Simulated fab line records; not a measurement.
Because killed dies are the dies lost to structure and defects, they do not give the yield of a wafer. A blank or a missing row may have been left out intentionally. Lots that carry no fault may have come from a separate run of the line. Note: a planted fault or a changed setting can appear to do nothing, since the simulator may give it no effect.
fab line records	flow n5_finfet
[record] lots = 24	wafers = 72	last_day = 19
route steps=1938 shown BEOL_M3@982 BEOL_M4@1056
lots untouched by any fault: they come from a run of this same line in which no faults occurred
start_h: the number of hours between the record's first day and the start of the first shown wafer of the lot	wait_h: hours since the lot's step before	" the same as in the row above	L1.1+2: a row that stands for several wafers	- either no value or no given start	* or withheld: withheld	< > ~ a bound
route shown NAME@n: a module of which the file shows steps, and the number in the route of the first	usual: the fault-free wafers' mean and standard deviation	same: alike in all rows	chamber/n: place in a boat	sites: per-site readings	_std_site: the standard deviation of these	_edge_site: outer sites' mean less inner sites'	radius_mm: how far each site lies from the wafer's centre	mask NAME#n: copy n	behind: tool/chamber where the wafer was last shaped	hold: why the lot went on hold/how many hours it stayed there/how the hold came to an end	device: transistor that didn't switch, given as n, p or np	end of line: tests run on the same wafers once the route is complete	step lacking rows: just its recipe	killed: count of dies lost to structure and defects at first sort (not the wafer's yield)	map: a wafer's dies, marking killed ones x, the rest . and places with no die _
set.NAME: the setting that was run; set.NAME@STEP: the one run at that earlier step	model.NAME: the simulator's own value behind a step, which no gauge read
the route's steps for a sample of lots (tables are steps, rows are wafers)
services: from which hour (start_h, from the record's first day; less than 0 if before it) a tool's chamber was out of use, for how many hours, and why
[[steps]]
[step N5_BEOL_M3_STRIP_97]
[recipe] chemistry = N2/H2	time_s = 10	power_w = 450	temp_c = 40	pressure_mtorr = 20	rf_frequency_hz = 6e+07	bias_power_w = 7	n2_flow_sccm = 200	h2_flow_sccm = 200
[usual] drypump_motor_current_A = 5.7/0.35	oes_product_au = 0.75/0.071	rf_vpp_V = 59.2/0.86	showerhead_plenum_p_Torr = 2.55/0.08	throttle_valve_pct = 23.90/0.24
lot.wafer	tool	chamber	start_h	wait_h	drypump_motor_current_A	oes_product_au	rf_hours_counter_h	rf_vpp_V	showerhead_plenum_p_Torr	throttle_valve_pct
L075.2	rie_diel-03	0	-	-	5.4	0.75	173	59.1	2.54	24.03
L075.3	"	3	"	"	5.4	0.75	191	58.0	2.51	24.09
L075.5	"	1	"	"	5.9	0.70	-	60.0	2.39	24.13
L074.2	rie_diel-03	2	-	-	5.4	0.76	142	58.8	2.53	23.71
L074.3	"	3	"	"	5.5	0.75	193	59.7	2.51	24.12
L074.6	"	2	"	"	5.3	0.77	-	59.4	2.53	23.70
L076.1	rie_diel-01	3	-	-	6.4	0.74	180	57.5	2.43	23.92
L076.4	"	1	"	"	6.1	0.75	179	59.1	2.53	24.08
L076.5	"	2	"	"	5.5	0.73	-	59.4	2.65	23.85
L077.3	rie_diel-02	3	-	-	5.1	0.94	19	60.5	2.70	23.59
L077.5	"	2	"	"	5.7	0.71	-	59.5	2.52	24.00
L077.6	"	3	"	"	5.1	0.95	-	59.8	2.70	23.59
L078.1	rie_diel-03	0	-	-	5.5	0.75	181	57.9	2.54	24.02
L078.2	"	3	"	"	5.5	0.75	198	59.7	2.51	24.10
L078.3	"	2	"	"	5.4	0.75	147	59.5	2.52	23.72
L079.2	rie_diel-02	1	-	-	5.6	0.74	190	58.8	2.64	24.02
L079.4	"	2	"	"	5.6	0.71	198	59.1	2.52	24.01
L079.6	"	3	"	"	5.1	0.94	-	59.9	2.70	23.58
L081.2	rie_diel-01	3	-	-	6.5	0.72	188	59.1	2.43	23.93
L081.3	"	0	"	"	5.8	0.72	192	60.5	2.54	24.01
L081.5	"	3	"	"	6.5	0.73	-	57.6	2.43	23.93
L080.1	rie_diel-02	1	-	-	5.6	0.72	191	58.9	2.63	24.01
L080.2	"	3	"	"	5.0	0.94	24	58.6	2.70	23.58
L080.6	"	1	"	"	5.6	0.74	-	57.9	2.63	24.04
L082.4	rie_diel-03	1	-	-	6.0	0.94	6	59.3	2.71	23.90
L082.5	"	2	"	"	5.3	0.75	-	59.4	2.52	23.72
L082.6	"	3	"	"	5.5	0.74	-	59.5	2.51	24.10
L084.1	rie_diel-02	0	-	-	5.8	0.85	62	60.0	2.48	23.24
L084.4	"	3	"	"	5.0	0.93	27	58.8	2.70	23.60
L084.6	"	0	"	"	5.8	0.84	-	59.6	2.48	23.22
L083.2	rie_diel-01	0	-	-	5.8	0.72	198	59.1	2.53	24.01
L083.3	"	2	"	"	5.5	0.72	177	60.1	2.64	23.85
L083.5	"	1	"	"	6.1	0.73	-	59.6	2.52	24.09
L085.2	rie_diel-01	0	-	-	5.8	0.71	198	58.3	2.53	24.01
L085.3	"	1	"	"	6.1	0.74	193	59.6	2.52	24.09
L085.6	"	3	"	"	6.5	0.72	-	58.7	2.42	23.93
L086.2	rie_diel-02	0	-	-	5.8	0.84	69	59.5	2.48	23.26
L086.3	"	1	"	"	5.6	0.72	202	57.7	2.63	24.04
L086.4	"	3	"	"	5.0	0.92	34	59.7	2.69	23.59
L088.2	rie_diel-02	0	-	-	5.8	0.83	71	59.4	2.48	23.26
L088.5	"	3	"	"	5.0	0.91	-	60.1	2.69	23.63
L088.6	"	2	"	"	5.7	0.70	-	59.6	2.51	24.03
L087.1	rie_diel-01	1	-	-	6.0	0.72	204	59.2	2.52	24.13
L087.2	"	3	"	"	6.4	0.71	205	58.3	2.42	23.94
L087.6	"	1	"	"	6.0	0.72	-	58.1	2.52	24.13
L091.3	rie_diel-01	3	-	-	6.4	0.72	207	58.9	2.42	23.97
L091.4	"	1	"	"	6.1	0.72	207	58.4	2.52	24.10
L091.6	"	3	"	"	6.5	0.72	-	58.4	2.42	23.95
L089.2	rie_diel-02	3	-	-	5.1	0.91	40	61.5	2.69	23.60
L089.4	"	2	"	"	5.7	0.69	216	59.5	2.51	24.01
L089.5	"	2	"	"	5.7	0.68	-	58.5	2.51	24.02
L092.4	rie_diel-01	3	-	-	6.4	0.72	210	59.5	2.42	23.95
L092.5	"	2	"	"	5.5	0.72	-	58.6	2.63	23.87
L092.6	"	1	"	"	6.0	0.73	-	60.2	2.52	24.12
L090.2	rie_diel-02	2	-	-	5.6	0.69	219	58.4	2.51	24.02
L090.3	"	1	"	"	5.6	0.71	210	60.2	2.63	24.05
L090.4	"	0	"	"	5.8	0.82	76	58.4	2.48	23.26
L093.1	rie_diel-01	2	-	-	5.5	0.72	197	59.3	2.63	23.88
L093.2	"	1	"	"	6.0	0.73	213	59.3	2.52	24.12
L093.4	"	3	"	"	6.5	0.71	213	58.7	2.42	23.96
L094.1	rie_diel-03	1	-	-	5.9	0.87	30	60.0	2.70	23.91
L094.2	"	0	"	"	5.4	0.73	208	59.6	2.53	24.07
L094.3	"	2	"	"	5.4	0.72	176	59.5	2.51	23.76
L095.1	rie_diel-03	3	-	-	5.5	0.71	229	58.9	2.50	24.14
L095.4	"	0	"	"	5.4	0.72	209	59.3	2.53	24.07
L095.5	"	2	"	"	5.3	0.72	-	59.2	2.51	23.75
L096.3	rie_diel-01	2	-	-	5.5	0.70	207	59.3	2.63	23.88
L096.5	"	0	"	"	5.8	0.68	-	59.1	2.52	24.06
L096.6	"	1	"	"	6.1	0.71	-	58.1	2.51	24.14
L097.1	rie_diel-02	2	-	-	5.7	0.68	233	58.9	2.50	24.05
L097.5	"	1	"	"	5.6	0.71	-	59.6	2.62	24.08
L097.6	"	0	"	"	5.8	0.82	-	59.5	2.47	23.28
[step N5_BEOL_M3_SURFACE_TREAT_85]
[recipe] gas = Ar	time_s = *	ion_energy_ev = *	ion_current_ma_cm2 = 0.5	pressure_mtorr = *	ar_flow_sccm = 30
[usual] throttle_valve_pct = *
lot.wafer	tool	chamber	start_h	wait_h	throttle_valve_pct
L075.2	pvd_sputter-01	-	161.85	0.1	*
L075.3	"	-	"	"	*
L075.5	"	-	"	"	*
L074.2	pvd_sputter-03	-	167.26	0.2	*
L074.3	"	-	"	"	*
L074.6	"	-	"	"	*
L076.1	pvd_sputter-03	-	172.40	0.4	*
L076.4	"	-	"	"	*
L076.5	"	-	"	"	*
L077.3	pvd_sputter-03	-	180.25	0.1	*
L077.5	"	-	"	"	*
L077.6	"	-	"	"	*
L078.1	pvd_sputter-02	-	180.42	0.1	*
L078.2	"	-	"	"	*
L078.3	"	-	"	"	*
L079.2	pvd_sputter-03	-	195.03	0.2	*
L079.4	"	-	"	"	*
L079.6	"	-	"	"	*
L081.2	pvd_sputter-03	-	200.15	0.2	*
L081.3	"	-	"	"	*
L081.5	"	-	"	"	*
L080.1	pvd_sputter-02	-	203.28	0.2	*
L080.2	"	-	"	"	*
L080.6	"	-	"	"	*
L082.4	pvd_sputter-03	-	203.55	0.2	*
L082.5	"	-	"	"	*
L082.6	"	-	"	"	*
L084.1	pvd_sputter-03	-	215.26	0.1	*
L084.4	"	-	"	"	*
L084.6	"	-	"	"	*
L083.2	pvd_sputter-03	-	226.17	0.2	*
L083.3	"	-	"	"	*
L083.5	"	-	"	"	*
L085.2	pvd_sputter-03	-	229.41	0.2	*
L085.3	"	-	"	"	*
L085.6	"	-	"	"	*
L086.2	pvd_sputter-01	-	248.29	0.2	*
L086.3	"	-	"	"	*
L086.4	"	-	"	"	*
L088.2	pvd_sputter-02	-	252.23	0.5	*
L088.5	"	-	"	"	*
L088.6	"	-	"	"	*
L087.1	pvd_sputter-02	-	262.63	0.2	*
L087.2	"	-	"	"	*
L087.6	"	-	"	"	*
L091.3	pvd_sputter-02	-	268.12	0.1	*
L091.4	"	-	"	"	*
L091.6	"	-	"	"	*
L089.2	pvd_sputter-01	-	272.18	0.3	*
L089.4	"	-	"	"	*
L089.5	"	-	"	"	*
L092.4	pvd_sputter-02	-	277.57	0.1	*
L092.5	"	-	"	"	*
L092.6	"	-	"	"	*
L090.2	pvd_sputter-02	-	281.35	0.2	*
L090.3	"	-	"	"	*
L090.4	"	-	"	"	*
L093.1	pvd_sputter-01	-	286.11	0.1	*
L093.2	"	-	"	"	*
L093.4	"	-	"	"	*
L094.1	pvd_sputter-02	-	299.28	0.1	*
L094.2	"	-	"	"	*
L094.3	"	-	"	"	*
L095.1	pvd_sputter-01	-	302.33	0.1	*
L095.4	"	-	"	"	*
L095.5	"	-	"	"	*
L096.3	pvd_sputter-03	-	316.06	1.5	*
L096.5	"	-	"	"	*
L096.6	"	-	"	"	*
L097.1	pvd_sputter-03	-	323.54	0.2	*
L097.5	"	-	"	"	*
L097.6	"	-	"	"	*
[step N5_BEOL_M3_SPUTTER_94]
[recipe] material = Cu	target_thk_a = 45	temp_c = -20	chamber_pressure_pa = 0.07	power_w = withheld	time_s = 8.29
[usual] chamber_pressure_pa = 0.07/0.00017	susceptor_temp_C = -20.00/0.098	throttle_valve_pct = 30.7/0.96
lot.wafer	tool	chamber	start_h	wait_h	chamber_pressure_pa	susceptor_temp_C	throttle_valve_pct
L075.2	pvd_sputter-02	-	163.89	0.1	0.0697	-19.92	29.8
L075.3	"	-	"	"	0.06989	-19.88	30.1
L075.5	"	-	"	"	0.06984	-20.28	30.1
L074.2	pvd_sputter-02	-	169.45	0.1	0.0702	-19.92	30.2
L074.3	"	-	"	"	0.0698	-20.05	31.7
L074.6	"	-	"	"	0.06968	-19.97	31.2
L076.1	pvd_sputter-01	-	175.25	0.1	0.07002	-19.98	30.7
L076.4	"	-	"	"	0.07016	-19.88	29.8
L076.5	"	-	"	"	0.06989	-20.10	30.6
L077.3	pvd_sputter-02	-	182.01	0.1	0.07	-20.12	30.5
L077.5	"	-	"	"	0.06995	-19.84	29.9
L077.6	"	-	"	"	0.07006	-20.00	32.6
L078.1	pvd_sputter-01	-	182.58	0.1	0.06979	-20.01	30.9
L078.2	"	-	"	"	0.06991	-19.90	29.6
L078.3	"	-	"	"	0.06994	-20.07	30.3
L079.2	pvd_sputter-02	-	196.95	0.1	0.06988	-20.02	30.3
L079.4	"	-	"	"	0.07007	-20.07	32.6
L079.6	"	-	"	"	0.06993	-20.11	31.7
L081.2	pvd_sputter-03	-	201.93	0.1	0.06981	-20.06	28.7
L081.3	"	-	"	"	0.06983	-20.01	30.8
L081.5	"	-	"	"	0.07009	-19.90	30.3
L080.1	pvd_sputter-03	-	205.13	0.1	0.06991	-20.21	30.7
L080.2	"	-	"	"	0.07019	-19.97	30.6
L080.6	"	-	"	"	0.0701	-19.99	30.4
L082.4	pvd_sputter-03	-	206.97	0.1	0.06994	-19.84	28.5
L082.5	"	-	"	"	0.06987	-19.97	31.4
L082.6	"	-	"	"	0.06992	-19.96	28.9
L084.1	pvd_sputter-03	-	224.65	7.7	0.07008	-20.11	30.4
L084.4	"	-	"	"	0.07005	-20.06	30.9
L084.6	"	-	"	"	0.07025	-20.01	28.8
L083.2	pvd_sputter-03	-	228.11	0.1	0.07009	-20.17	31.2
L083.3	"	-	"	"	0.06997	-20.02	28.5
L083.5	"	-	"	"	0.06977	-19.87	30.7
L085.2	pvd_sputter-01	-	231.26	0.1	0.07016	-20.10	29.5
L085.3	"	-	"	"	0.06993	-19.95	30.7
L085.6	"	-	"	"	0.07022	-20.12	30.5
L086.2	pvd_sputter-01	-	250.05	0.1	0.07006	-19.74	32.3
L086.3	"	-	"	"	0.06986	-20.06	29.5
L086.4	"	-	"	"	0.06992	-20.05	30.5
L088.2	pvd_sputter-02	-	254.21	0.1	0.07044	-19.95	29.7
L088.5	"	-	"	"	0.07016	-19.84	32.4
L088.6	"	-	"	"	0.07029	-19.99	30.2
L087.1	pvd_sputter-02	-	264.43	0.1	0.06996	-20.09	32.2
L087.2	"	-	"	"	0.06981	-19.86	30.0
L087.6	"	-	"	"	0.06981	-20.02	31.6
L091.3	pvd_sputter-01	-	269.94	0.1	0.0695	-20.05	32.2
L091.4	"	-	"	"	0.07019	-20.06	30.9
L091.6	"	-	"	"	0.06999	-20.22	30.6
L089.2	pvd_sputter-01	-	274.24	0.1	0.0699	-20.14	30.6
L089.4	"	-	"	"	0.06991	-20.08	29.7
L089.5	"	-	"	"	0.07	-20.00	30.9
L092.4	pvd_sputter-02	-	279.55	0.1	0.07005	-20.04	31.5
L092.5	"	-	"	"	0.07005	-20.02	30.1
L092.6	"	-	"	"	0.07018	-20.12	31.6
L090.2	pvd_sputter-03	-	283.13	0.1	0.06984	-19.95	31.3
L090.3	"	-	"	"	0.06992	-20.14	30.9
L090.4	"	-	"	"	0.06991	-19.94	30.6
L093.1	pvd_sputter-01	-	290.33	0.1	0.07013	-19.81	31.0
L093.2	"	-	"	"	0.06995	-19.91	32.3
L093.4	"	-	"	"	0.07012	-20.01	30.7
L094.1	pvd_sputter-01	-	301.09	0.1	0.06993	-19.89	30.9
L094.2	"	-	"	"	0.0701	-20.05	32.2
L094.3	"	-	"	"	0.06984	-20.06	29.8
L095.1	pvd_sputter-03	-	304.57	0.1	0.06996	-20.25	30.7
L095.4	"	-	"	"	0.06976	-19.93	30.2
L095.5	"	-	"	"	0.07009	-20.19	30.6
L096.3	pvd_sputter-03	-	318.02	0.1	0.06993	-20.14	28.7
L096.5	"	-	"	"	0.06988	-19.96	31.4
L096.6	"	-	"	"	0.07002	-19.91	30.5
L097.1	pvd_sputter-03	-	325.56	0.1	0.07008	-19.97	30.7
L097.5	"	-	"	"	0.06989	-20.07	30.6
L097.6	"	-	"	"	0.07021	-19.92	30.7
[step N5_BEOL_M3_ANNEAL_95]
[recipe] temp_c = 400	time_s = 240	ambient = vacuum
[usual] heater_power_w = 842/110	susceptor_temp_C = 399.99/0.24
lot.wafer	tool	chamber	start_h	wait_h	heater_power_w	susceptor_temp_C
L075.2	pvd_sputter-02	-	163.97	0.0	1040	400.02
L075.3	"	-	"	"	936	399.85
L075.5	"	-	"	"	1006	400.19
L074.2	pvd_sputter-02	-	169.53	0.0	926	400.22
L074.3	"	-	"	"	828	399.68
L074.6	"	-	"	"	858	399.51
L076.1	pvd_sputter-01	-	175.33	0.0	926	399.89
L076.4	"	-	"	"	549	399.83
L076.5	"	-	"	"	889	400.16
L077.3	pvd_sputter-02	-	182.09	0.0	912	399.89
L077.5	"	-	"	"	1031	400.04
L077.6	"	-	"	"	814	399.85
L078.1	pvd_sputter-01	-	182.66	0.0	869	400.06
L078.2	"	-	"	"	558	400.20
L078.3	"	-	"	"	896	400.10
L079.2	pvd_sputter-02	-	197.03	0.0	898	400.18
L079.4	"	-	"	"	807	399.92
L079.6	"	-	"	"	850	400.11
L081.2	pvd_sputter-03	-	202.01	0.0	742	399.62
L081.3	"	-	"	"	746	400.28
L081.5	"	-	"	"	835	399.67
L080.1	pvd_sputter-03	-	205.21	0.0	757	400.02
L080.2	"	-	"	"	843	399.93
L080.6	"	-	"	"	851	400.15
L082.4	pvd_sputter-03	-	207.05	0.0	738	400.43
L082.5	"	-	"	"	951	400.23
L082.6	"	-	"	"	762	400.06
L084.1	pvd_sputter-03	-	224.73	0.0	859	399.76
L084.4	"	-	"	"	737	399.82
L084.6	"	-	"	"	761	400.06
L083.2	pvd_sputter-03	-	228.19	0.0	959	399.73
L083.3	"	-	"	"	747	399.82
L083.5	"	-	"	"	747	400.00
L085.2	pvd_sputter-01	-	231.34	0.0	542	400.55
L085.3	"	-	"	"	890	400.30
L085.6	"	-	"	"	907	400.18
L086.2	pvd_sputter-01	-	250.13	0.0	843	400.09
L086.3	"	-	"	"	556	400.35
L086.4	"	-	"	"	894	399.86
L088.2	pvd_sputter-02	-	254.29	0.0	1046	400.17
L088.5	"	-	"	"	816	399.89
L088.6	"	-	"	"	943	400.23
L087.1	pvd_sputter-02	-	264.51	0.0	801	400.33
L087.2	"	-	"	"	1035	400.46
L087.6	"	-	"	"	850	399.84
L091.3	pvd_sputter-01	-	270.02	0.0	869	399.89
L091.4	"	-	"	"	872	399.73
L091.6	"	-	"	"	901	400.07
L089.2	pvd_sputter-01	-	274.32	0.0	897	399.49
L089.4	"	-	"	"	560	400.30
L089.5	"	-	"	"	897	399.87
L092.4	pvd_sputter-02	-	279.63	0.0	852	400.01
L092.5	"	-	"	"	1026	399.95
L092.6	"	-	"	"	840	400.09
L090.2	pvd_sputter-03	-	283.21	0.0	946	399.63
L090.3	"	-	"	"	735	399.52
L090.4	"	-	"	"	842	400.17
L093.1	pvd_sputter-01	-	290.41	0.0	873	400.64
L093.2	"	-	"	"	844	399.78
L093.4	"	-	"	"	907	399.99
L094.1	pvd_sputter-01	-	301.17	0.0	860	400.28
L094.2	"	-	"	"	865	399.91
L094.3	"	-	"	"	556	400.00
L095.1	pvd_sputter-03	-	304.65	0.0	746	400.20
L095.4	"	-	"	"	855	399.88
L095.5	"	-	"	"	757	400.30
L096.3	pvd_sputter-03	-	318.10	0.0	755	399.75
L096.5	"	-	"	"	961	400.11
L096.6	"	-	"	"	744	399.65
L097.1	pvd_sputter-03	-	325.64	0.0	857	400.14
L097.5	"	-	"	"	830	399.81
L097.6	"	-	"	"	729	399.96
[step N5_BEOL_M4_CD_MEAS_28]
[recipe] target_cd_nm = 26.2	landing_energy_ev = 500	detector = se_inlens	target_cd_y_nm = 24.1	polarity = opening
[usual] cd_nm = 26.20/0.24
lot.wafer	tool	chamber	start_h	wait_h	cd_nm
L075.2	cd_sem-03	0	168.79	-	26.34
L075.3	"	0	"	"	26.48
L075.5	"	0	"	"	25.88
L074.2	cd_sem-03	0	172.46	-	26.04
L074.3	"	0	"	"	25.96
L074.6	"	0	"	"	26.59
L076.1	cd_sem-03	0	178.62	-	26.13
L076.4	"	0	"	"	26.18
L076.5	"	0	"	"	26.06
L077.3	cd_sem-02	0	189.64	-	26.34
L077.5	"	0	"	"	26.15
L077.6	"	0	"	"	26.26
L078.1	cd_sem-03	0	190.02	-	26.28
L078.2	"	0	"	"	25.86
L078.3	"	0	"	"	25.96
L079.2	cd_sem-02	0	203.64	-	26.42
L079.4	"	0	"	"	25.96
L079.6	"	0	"	"	26.25
L081.2	cd_sem-02	0	208.65	-	26.13
L081.3	"	0	"	"	26.29
L081.5	"	0	"	"	25.99
L080.1	cd_sem-02	0	211.83	-	26.55
L080.2	"	0	"	"	26.20
L080.6	"	0	"	"	26.69
L082.4	cd_sem-02	0	212.11	-	26.31
L082.5	"	0	"	"	26.46
L082.6	"	0	"	"	26.21
L084.1	cd_sem-02	0	227.53	-	25.81
L084.4	"	0	"	"	25.59
L084.6	"	0	"	"	26.02
L083.2	cd_sem-02	0	234.67	-	26.35
L083.3	"	0	"	"	26.35
L083.5	"	0	"	"	26.12
L085.2	cd_sem-03	0	237.55	-	26.36
L085.3	"	0	"	"	26.30
L085.6	"	0	"	"	25.98
L086.2	cd_sem-02	0	255.40	-	26.21
L086.3	"	0	"	"	26.32
L086.4	"	0	"	"	25.92
L088.2	cd_sem-02	0	258.14	-	26.18
L088.5	"	0	"	"	25.94
L088.6	"	0	"	"	26.62
L087.1	cd_sem-01	0	268.11	-	26.37
L087.2	"	0	"	"	25.98
L087.6	"	0	"	"	26.11
L091.3	cd_sem-01	0	273.39	-	26.16
L091.4	"	0	"	"	26.27
L091.6	"	0	"	"	26.13
L089.2	cd_sem-03	0	277.31	-	26.22
L089.4	"	0	"	"	26.27
L089.5	"	0	"	"	25.99
L092.4	cd_sem-03	0	285.86	-	26.26
L092.5	"	0	"	"	27.02
L092.6	"	0	"	"	26.55
L090.2	cd_sem-01	0	286.99	-	25.98
L090.3	"	0	"	"	26.51
L090.4	"	0	"	"	26.01
L093.1	cd_sem-03	0	294.74	-	26.37
L093.2	"	0	"	"	26.59
L093.4	"	0	"	"	26.40
L094.1	cd_sem-03	0	305.45	-	26.45
L094.2	"	0	"	"	26.26
L094.3	"	0	"	"	26.35
L095.1	cd_sem-01	0	309.35	-	26.22
L095.4	"	0	"	"	26.21
L095.5	"	0	"	"	26.79
L096.3	cd_sem-01	0	322.59	-	25.86
L096.5	"	0	"	"	26.02
L096.6	"	0	"	"	26.44
L097.1	cd_sem-02	0	328.84	-	25.98
L097.5	"	0	"	"	26.35
L097.6	"	0	"	"	25.95
[step N5_BEOL_M4_INSPECT_30]
[recipe] mode = adi	inspect_instrument = brightfield
[usual] raw_defect_count = 395/92
lot.wafer	tool	chamber	start_h	wait_h	raw_defect_count
L075.2	defect_inspect-01	-	168.88	0.0	312
L075.3	"	-	"	"	327
L075.5	"	-	"	"	370
L074.2	defect_inspect-02	-	172.54	0.0	490
L074.3	"	-	"	"	426
L074.6	"	-	"	"	374
L076.1	defect_inspect-02	-	178.71	0.1	314
L076.4	"	-	"	"	374
L076.5	"	-	"	"	389
L077.3	defect_inspect-01	-	189.72	0.0	380
L077.5	"	-	"	"	483
L077.6	"	-	"	"	461
L078.1	defect_inspect-01	-	190.11	0.1	433
L078.2	"	-	"	"	534
L078.3	"	-	"	"	335
L079.2	defect_inspect-02	-	203.73	0.0	350
L079.4	"	-	"	"	295
L079.6	"	-	"	"	305
L081.2	defect_inspect-02	-	208.74	0.0	358
L081.3	"	-	"	"	263
L081.5	"	-	"	"	266
L080.1	defect_inspect-01	-	211.92	0.1	380
L080.2	"	-	"	"	440
L080.6	"	-	"	"	467
L082.4	defect_inspect-01	-	212.19	0.0	558
L082.5	"	-	"	"	381
L082.6	"	-	"	"	357
L084.1	defect_inspect-01	-	227.62	0.1	553
L084.4	"	-	"	"	756
L084.6	"	-	"	"	517
L083.2	defect_inspect-01	-	234.76	0.0	375
L083.3	"	-	"	"	512
L083.5	"	-	"	"	410
L085.2	defect_inspect-02	-	237.64	0.0	438
L085.3	"	-	"	"	374
L085.6	"	-	"	"	493
L086.2	defect_inspect-01	-	255.48	0.0	291
L086.3	"	-	"	"	436
L086.4	"	-	"	"	361
L088.2	defect_inspect-02	-	258.24	0.0	331
L088.5	"	-	"	"	350
L088.6	"	-	"	"	359
L087.1	defect_inspect-02	-	268.20	0.1	404
L087.2	"	-	"	"	483
L087.6	"	-	"	"	443
L091.3	defect_inspect-02	-	273.48	0.0	469
L091.4	"	-	"	"	310
L091.6	"	-	"	"	264
L089.2	defect_inspect-02	-	277.39	0.0	463
L089.4	"	-	"	"	369
L089.5	"	-	"	"	481
L092.4	defect_inspect-01	-	285.94	0.0	514
L092.5	"	-	"	"	394
L092.6	"	-	"	"	426
L090.2	defect_inspect-02	-	287.08	0.0	561
L090.3	"	-	"	"	536
L090.4	"	-	"	"	428
L093.1	defect_inspect-02	-	294.83	0.1	339
L093.2	"	-	"	"	366
L093.4	"	-	"	"	366
L094.1	defect_inspect-01	-	305.54	0.1	329
L094.2	"	-	"	"	465
L094.3	"	-	"	"	281
L095.1	defect_inspect-01	-	309.45	0.1	216
L095.4	"	-	"	"	233
L095.5	"	-	"	"	227
L096.3	defect_inspect-01	-	322.68	0.0	282
L096.5	"	-	"	"	228
L096.6	"	-	"	"	285
L097.1	defect_inspect-02	-	328.93	0.1	387
L097.5	"	-	"	"	298
L097.6	"	-	"	"	300
[[services]]
tool	chamber	start_h	hours	kind
rie_diel-01	1	149.61	2.3	repair
rie_diel-01	2	150.61	2.8	repair
rie_diel-03	1	161.54	-	clean
rie_diel-03	1	161.54	-	consumable_replace:focus_ring
rie_diel-03	1	161.54	-	consumable_replace:showerhead
rie_diel-03	1	161.54	15.7	scheduled_down
rie_diel-03	1	161.54	15.7	vent_cycle
pvd_sputter-03	-	168.35	2.5	repair
rie_diel-03	-	238.74	15.6	pm
rie_diel-02	-	241.28	5.4	repair
pvd_sputter-03	-	256.81	10.5	repair
rie_diel-03	0	260.05	1.3	repair
[[key]]
fault none
